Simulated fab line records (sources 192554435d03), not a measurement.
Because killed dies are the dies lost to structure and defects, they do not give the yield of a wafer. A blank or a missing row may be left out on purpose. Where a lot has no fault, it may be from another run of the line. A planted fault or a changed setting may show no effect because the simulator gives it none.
Which tool is to blame? / flow n5_finfet / 30 wafers from 11 lots sampled at 6 of the route's 1938 steps

== WHAT THE GAUGES READ, wafer by wafer ==
N5_BEOL_M4_RC_MEAS_101.
lot=L931; measured=day 7 23:18; on=prober-01; DIBL_N (mV/V)=35.0 37.3 36.1
lot=L933; measured=day 8 18:02; on=prober-01; DIBL_N (mV/V)=36.1 37.7 35.5
lot=L934; measured=day 8 20:10; on=prober-01; DIBL_N (mV/V)=37.6 37.0 36.0
lot=L936; measured=day 9 05:38; on=prober-01; DIBL_N (mV/V)=35.7 37.9 37.6
lot=L938; measured=day 9 21:07; on=prober-01; DIBL_N (mV/V)=36.0 35.8 36.5
lot=L940; measured=day 10 17:21; on=prober-02; DIBL_N (mV/V)=36.8 34.4 36.3
lot=L941; measured=day 11 06:55; on=prober-02; DIBL_N (mV/V)=37.1 36.3 36.3
lot=L942; measured=day 11 05:37; on=prober-02; DIBL_N (mV/V)=37.6 36.4
lot=L945; measured=day 11 10:32; on=prober-01; DIBL_N (mV/V)=37.3 38.3
lot=L946; measured=day 12 08:54; on=prober-02; DIBL_N (mV/V)=38.2 35.6
lot=L953; measured=day 13 15:49; on=prober-02; DIBL_N (mV/V)=37.3 38.3 37.7

== WHICH TOOL RAN EACH LOT (tool, then ch and the chambers of the sampled wafers, then the start) ==
lot=L931; N5_BEOL_M0_PRE_CLEAN_113=pvd_sputter-01, day 6 02:58; N5_BEOL_M0_SURFACE_TREAT_137=pvd_sputter-01, day 6 03:24; N5_BEOL_M0_ANNEAL_133=pvd_sputter-03, day 6 03:53; N5_BEOL_M0_ECD_118=ecd_cu-02 ch 0, day 6 04:09; N5_BEOL_M0_CMP_120=cmp-03 ch 1,2, day 6 04:38
lot=L933; N5_BEOL_M0_PRE_CLEAN_113=pvd_sputter-03, day 6 16:04; N5_BEOL_M0_SURFACE_TREAT_137=pvd_sputter-02, day 6 16:23; N5_BEOL_M0_ANNEAL_133=pvd_sputter-03, day 6 16:47; N5_BEOL_M0_ECD_118=ecd_cu-01 ch 0,1, day 6 17:03; N5_BEOL_M0_CMP_120=cmp-02 ch 0,2,3, day 6 17:54
lot=L934; N5_BEOL_M0_PRE_CLEAN_113=pvd_sputter-01, day 6 18:32; N5_BEOL_M0_SURFACE_TREAT_137=pvd_sputter-02, day 6 18:53; N5_BEOL_M0_ANNEAL_133=pvd_sputter-03, day 6 19:16; N5_BEOL_M0_ECD_118=ecd_cu-01 ch 0,1, day 6 19:32; N5_BEOL_M0_CMP_120=cmp-01 ch 0,1,3, day 6 20:17
lot=L936; N5_BEOL_M0_PRE_CLEAN_113=pvd_sputter-03, day 7 06:23; N5_BEOL_M0_SURFACE_TREAT_137=pvd_sputter-03, day 7 06:45; N5_BEOL_M0_ANNEAL_133=pvd_sputter-03, day 7 07:11; N5_BEOL_M0_ECD_118=ecd_cu-02 ch 0,1, day 7 07:28; N5_BEOL_M0_CMP_120=cmp-01 ch 0,2,3, day 7 07:50
lot=L938; N5_BEOL_M0_PRE_CLEAN_113=pvd_sputter-01, day 8 02:35; N5_BEOL_M0_SURFACE_TREAT_137=pvd_sputter-01, day 8 02:55; N5_BEOL_M0_ANNEAL_133=pvd_sputter-01, day 8 03:19; N5_BEOL_M0_ECD_118=ecd_cu-01 ch 0,1, day 8 03:36; N5_BEOL_M0_CMP_120=cmp-01 ch 0,3, day 8 04:02
lot=L940; N5_BEOL_M0_PRE_CLEAN_113=pvd_sputter-01, day 8 12:18; N5_BEOL_M0_SURFACE_TREAT_137=pvd_sputter-01, day 8 12:44; N5_BEOL_M0_ANNEAL_133=pvd_sputter-02, day 8 13:34; N5_BEOL_M0_ECD_118=ecd_cu-01 ch 0,1, day 8 13:51; N5_BEOL_M0_CMP_120=cmp-03 ch 0,3, day 8 14:23
lot=L941; N5_BEOL_M0_PRE_CLEAN_113=pvd_sputter-01, day 8 19:58; N5_BEOL_M0_SURFACE_TREAT_137=pvd_sputter-01, day 8 20:20; N5_BEOL_M0_ANNEAL_133=pvd_sputter-01, day 8 20:42; N5_BEOL_M0_ECD_118=ecd_cu-01 ch 0,1, day 8 20:59; N5_BEOL_M0_CMP_120=cmp-02 ch 0,2,3, day 8 21:22
lot=L942; N5_BEOL_M0_PRE_CLEAN_113=pvd_sputter-02, day 8 22:36; N5_BEOL_M0_SURFACE_TREAT_137=pvd_sputter-03, day 8 23:01; N5_BEOL_M0_ANNEAL_133=pvd_sputter-03, day 9 01:05; N5_BEOL_M0_ECD_118=ecd_cu-01 ch 0,1, day 9 01:22; N5_BEOL_M0_CMP_120=cmp-03 ch 0,2, day 9 01:49
lot=L945; N5_BEOL_M0_PRE_CLEAN_113=pvd_sputter-02, day 9 15:11; N5_BEOL_M0_SURFACE_TREAT_137=pvd_sputter-01, day 9 15:49; N5_BEOL_M0_ANNEAL_133=pvd_sputter-01, day 9 16:16; N5_BEOL_M0_ECD_118=ecd_cu-01 ch 0,1, day 9 16:33; N5_BEOL_M0_CMP_120=cmp-01 ch 2,3, day 9 17:00
lot=L946; N5_BEOL_M0_PRE_CLEAN_113=pvd_sputter-01, day 9 20:22; N5_BEOL_M0_SURFACE_TREAT_137=pvd_sputter-02, day 9 20:42; N5_BEOL_M0_ANNEAL_133=pvd_sputter-01, day 9 21:06; N5_BEOL_M0_ECD_118=ecd_cu-01 ch 0, day 9 21:23; N5_BEOL_M0_CMP_120=cmp-02 ch 0,1, day 9 21:50
lot=L953; N5_BEOL_M0_PRE_CLEAN_113=pvd_sputter-01, day 11 14:44; N5_BEOL_M0_SURFACE_TREAT_137=pvd_sputter-02, day 11 15:15; N5_BEOL_M0_ANNEAL_133=pvd_sputter-01, day 11 15:46; N5_BEOL_M0_ECD_118=ecd_cu-02 ch 0,1, day 11 16:02; N5_BEOL_M0_CMP_120=cmp-03 ch 1,2, day 11 16:31
- N5_BEOL_M0_PRE_CLEAN_113: time 30 s.
- N5_BEOL_M0_SURFACE_TREAT_137
- N5_BEOL_M0_ANNEAL_133: time 60 s.
- N5_BEOL_M0_ECD_118: material Cu, target thk 300 nm.
- N5_BEOL_M0_CMP_120: polishes, stops on SiOC, t overpolish 6.9 s.

== THE ANSWER, worked out from the rows above alone ==
Rule: the lots themselves supply what counts as usual. Put in order of their means at a reading, lots are off if they are a third of the lots or fewer, leave a main group of 4 or more, and stand apart from it by a gap of 3 or more times the standard deviation of the main group's means; of several such gaps the widest counts. A main group whose means are all the same, to the digits that the tables above print for the reading, isn't used. A lot without any number at a reading at which 4 lots or more have one is off too. All remaining lots with rows at the step are treated as sound.
Across all readings shown, no lot is off: no conclusion can be drawn from this.

== WHAT THE SIMULATOR PUT IN ==
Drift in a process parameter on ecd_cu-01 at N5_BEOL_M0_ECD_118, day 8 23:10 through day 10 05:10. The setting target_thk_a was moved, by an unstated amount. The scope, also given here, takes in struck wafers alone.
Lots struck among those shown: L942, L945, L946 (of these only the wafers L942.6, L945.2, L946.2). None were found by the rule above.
